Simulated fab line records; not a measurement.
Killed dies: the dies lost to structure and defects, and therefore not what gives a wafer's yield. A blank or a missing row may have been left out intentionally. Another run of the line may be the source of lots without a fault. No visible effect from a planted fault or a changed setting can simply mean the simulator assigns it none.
Problem report, 8D (eight disciplines) form, completed by code + flow nandHarc + the parts of the form that need people (team, actions taken, sign-off) are left out

== 1. WHAT WENT WRONG ==
Wafers without a fault read 5001 nm, standard deviation 3.7; cdNm at NHARC_THIN_TSV_CD_MEAS_37 reads a mean of 4984 nm on 4 wafers belonging to 2 lots. Relative to the usual mean, that is a shift of -4.5 standard deviations.
The first sign was on wafer L506.1 at day 27 20:38, on cdSem-01. Wafers with a number at this step in the record: 33, from 11 lots. The rule behind "out" and "out of limits": a value lying over 4 standard deviations away from the usual mean. Any other wafer with a number is counted as sound.

== 2. WHAT IT IS AND WHAT IT IS NOT ==
| question                    | is                             | is not                                                                                             |
|-----------------------------|--------------------------------|----------------------------------------------------------------------------------------------------|
| which readings at this step | cdNm                           | -                                                                                                  |
| which lots                  | L506, L507                     | L496, L499, L501, L502, L513, L514, L516, L517, L518                                               |
| which wafers of those lots  | L506.1, L506.4, L507.3, L507.5 | L506.3, L507.6                                                                                     |
| read on which gauges        | cdSem-01                       | cdSem-02, cdSem-03                                                                                 |
| when                        | from day 27 20:38              | up to then (13 sound wafers); but 16 sound wafers of L507, L513, L514, L516, L517, L518 came after |

== 3. WHAT RULES OUT EACH SUSPECT ==
Counting: any tool at a process step up to the reading remains a suspect provided it ran every lot that is out. Sound lots after the first of them don't rule it out here, since some wafers of a struck lot are sound.
- ruled out: the gauge at NHARC_THIN_TSV_CD_MEAS_37. All the wafers that are out were read on cdSem-01, but those of them that NHARC_THIN_TSV_ETCH_59 has rows for are out there too, on other tools.
- pvdSputter-03 at NHARC_THIN_TSV_DEGAS_49 (time 120 s): kept. It ran every lot that is out, first L506 (day 27 15:57).
- rieMetal-03 at NHARC_THIN_TSV_ETCH_59 (etches the open film in Cl2/BCl3, target depth 880 nm, time 138.1 s): kept. Every lot that is out went through it, the first being L506 (day 27 19:29); the last sound lot it ran before that was L502 (day 26 14:31). Its own oesProductAu readings are out on those wafers.
- Within rieMetal-03 at NHARC_THIN_TSV_ETCH_59: the wafers that are out ran in chamber 0; their sound lot-mates ran in chamber 1.
The count leaves rieMetal-03 at NHARC_THIN_TSV_ETCH_59 and pvdSputter-03 at NHARC_THIN_TSV_DEGAS_49.

== 4. THE CAUSE (what the simulator had put in) ==
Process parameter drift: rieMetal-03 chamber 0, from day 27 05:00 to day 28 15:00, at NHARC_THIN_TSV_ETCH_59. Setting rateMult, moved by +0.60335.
Counting leaves 2 suspects; this tool is one of them.

== 5. THE EFFECT CHAIN, in route order ==
Rows list readings where the struck wafers' mean (over those with a number) sits beyond 3 standard deviations from the usual. Scope: only readings with a usual standard deviation given in the record; hours: median across lots of the time from each lot's start at the first step in this table that gives one to its start at this step; sigmas: change in usual standard deviations.
| hours | step                      | reading      | usual      | on struck wafers | change | sigmas |
|-------|---------------------------|--------------|------------|------------------|--------|--------|
| 0     | NHARC_THIN_TSV_ETCH_59    | oesProductAu | 1.005 a.u. | 1.378            | +0.373 | +27    |
| 1     | NHARC_THIN_TSV_CD_MEAS_37 | cdNm         | 5001 nm    | 4984             | -16    | -4.5   |
Its process steps:
- NHARC_THIN_TSV_ETCH_59: etches the open film in Cl2/BCl3, target depth 880 nm, time 138.1 s.
Later measuring or inspecting steps at which every struck wafer that the step has a row for has a number for every such reading, and none has moved that far: NHARC_END_SORT_01.

== 6. HOW IT WOULD HAVE BEEN CAUGHT EARLIER ==
The first out-of-limits reading at a measuring or inspecting step in this record came at day 27 20:38, 16 hours after the fault's start at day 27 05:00.
At NHARC_THIN_TSV_ETCH_59, the tool's own readings (oesProductAu) were out on each struck wafer the step has a row for, so an alarm limit on them would have fired on the first such wafer.
Of the lots that are out (2), L507 began NHARC_THIN_TSV_ETCH_59 on rieMetal-03 after day 27 20:38. Putting the tool on hold at that point would have spared it.
